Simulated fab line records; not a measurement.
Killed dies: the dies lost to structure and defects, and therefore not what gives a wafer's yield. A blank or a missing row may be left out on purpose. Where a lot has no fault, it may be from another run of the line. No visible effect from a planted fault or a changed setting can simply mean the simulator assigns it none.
Comparing a struck lot with a sound one	flow n5Finfet	19 steps out of a route of 1938
Sound: the wafers L931.1, L931.3, L931.5. Struck: wafers L943.1, L943.3, L943.4. Last of all comes the cause.
For every step that has rows: the tool of each side, followed by ch and its chambers, followed by its first start. Under that, the readings that differ: sound wafers	struck wafers	difference of the means	sigmas: that difference in standard deviations of wafers without a fault.
alike: same words and numbers on both sides, and readings whose means sit less than 2 such deviations apart. not compared: any withheld reading, any reading some wafer has no value for, any bound like >300 that may hide the same value, and any number with overlapping values for which the record gives no deviation.
Wherever a step has rows on one side only, a row that says differs or no value, or a row with sigmas, the two part there. Numbers that have no deviation but don't overlap get no sigmas and don't part them. Lack of a reading on every wafer of one side parts them only where that side has two or more wafers.

N5_BEOL_M0_SAQP_HM_DEP_02: deposits TiN, target thk 12 nm.
  struck on pvdSputter-03, day 10 18:25; sound on pvdSputter-03, day 7 15:07
  alike: throttleValvePct
N5_BEOL_M0_SAQP_PECVD_03: deposits SiCN from 3MS/NH3, target thk 12 nm, time 21.1 s.
  sound on pecvd-01 ch 0,1, day 7 15:14; struck on pecvd-01 ch 0,1,2, day 10 18:32
  alike: showerheadPlenumPTorr, throttleValvePct
N5_BEOL_M0_SAQP_PECVD_96: deposits a-Si from SiH4/He, target thk 45 nm, time 45.2 s.
  sound on pecvd-01 ch 0,1, day 7 15:16; struck on pecvd-01 ch 0,1,2, day 10 18:34
  alike: heaterPowerW, showerheadPlenumPTorr, throttleValvePct
N5_BEOL_M0_SAQP_PECVD_97: deposits SiNx from SiH4/NH3/N2, target thk 23 nm, time 19.9 s.
  sound on pecvd-01 ch 0,1, day 7 15:19; struck on pecvd-01 ch 0,1,2, day 10 18:36
  alike: heaterPowerW, showerheadPlenumPTorr, throttleValvePct
then, 1 step without rows for these wafers: N5_BEOL_M0_SAQP_PECVD_04 (deposits a-Si from SiH4/He, target thk 60 nm, time 60.2 s).
N5_BEOL_M0_SAQP_THK_MEAS_05:
  struck on filmMetro-02, day 10 18:44; sound on filmMetro-01, day 7 15:26
  alike: thkNm
N5_BEOL_M0_SAQP_HM_DEP_111: deposits SiO2 from SiH4/N2O, target thk 12 nm, time 7.2 s.
  sound on pecvd-02 ch 1,2, day 7 15:29; struck on pecvd-02 ch 0,1, day 10 18:46
  alike: heaterPowerW, showerheadPlenumPTorr
then, 5 steps without rows for these wafers: N5_BEOL_M0_SAQP_COAT_81 (time 60 s, resist thk 100 nm); N5_BEOL_M0_SAQP_COAT_82 (time 60 s, resist thk 30 nm); N5_BEOL_M0_SAQP_COAT_08 (resist thk 90 nm); N5_BEOL_M0_SAQP_EBR_10; N5_BEOL_M0_SAQP_SOFTBAKE_09 (time 60 s).
N5_BEOL_M0_SAQP_EXPOSE_11: exposes mask M0 CORE, target cd 42 nm.
  sound on arfiScanner-02 ch 0, day 7 15:48; struck on arfiScanner-02 ch 0, day 10 18:58
reading	sound	struck	difference	sigmas
model.BEOL_M0_SAQP.overlayXNm (nm)	-0.2 -0.2 -0.2	11.8 11.8 11.8	+12.0	
  alike: mask
then, 2 steps without rows for these wafers: N5_BEOL_M0_SAQP_PEB_12 (peb time 60 s); N5_BEOL_M0_SAQP_DEVELOP_13 (develop time 30 s).
N5_BEOL_M0_SAQP_CD_MEAS_14 targets a cd of 42.5 nm.
  sound on cdSem-01 ch 0, day 7 15:55; struck on cdSem-02 ch 0, day 10 19:05
  alike: cdNm
N5_BEOL_M0_SAQP_OVL_MEAS_15:
  sound on overlay-01 ch 0, day 7 15:57; struck on overlay-01 ch 0, day 10 19:08
reading	sound	struck	difference	sigmas
M0_CORE_OVL (nm)	0.3 -0.2 -0.4	12.5 12.0 12.5	+12.4	+16
N5_BEOL_M0_SAQP_INSPECT_16: inspects for defects (brightfield).
  struck on defectInspect-02, day 10 19:09; sound on defectInspect-02, day 7 15:59
  alike: rawDefectCount
-- a jump in the record: the struck wafers' starts before and after are 3 days apart (it breaks off in module BEOL_M0_SAQP and resumes in module BEOL_M4, where the first step shown is number 1111 of the route) --
N5_BEOL_M4_RC_MEAS_101:
  sound on prober-01 ch 0, day 10 14:17; struck on prober-02 ch 0, day 14 04:17
  alike: DIBL_N, DIBL_P, IOFF_N, IOFF_P, ION_N, ION_P, SS_N, SS_P, VT_N, VT_P

== WHERE THEY PART ==
Only at N5_BEOL_M0_SAQP_OVL_MEAS_15, within this record. Later steps at which nothing parts them and some readings are alike: N5_BEOL_M0_SAQP_INSPECT_16, N5_BEOL_M4_RC_MEAS_101.

WHY: the cause the simulator had injected
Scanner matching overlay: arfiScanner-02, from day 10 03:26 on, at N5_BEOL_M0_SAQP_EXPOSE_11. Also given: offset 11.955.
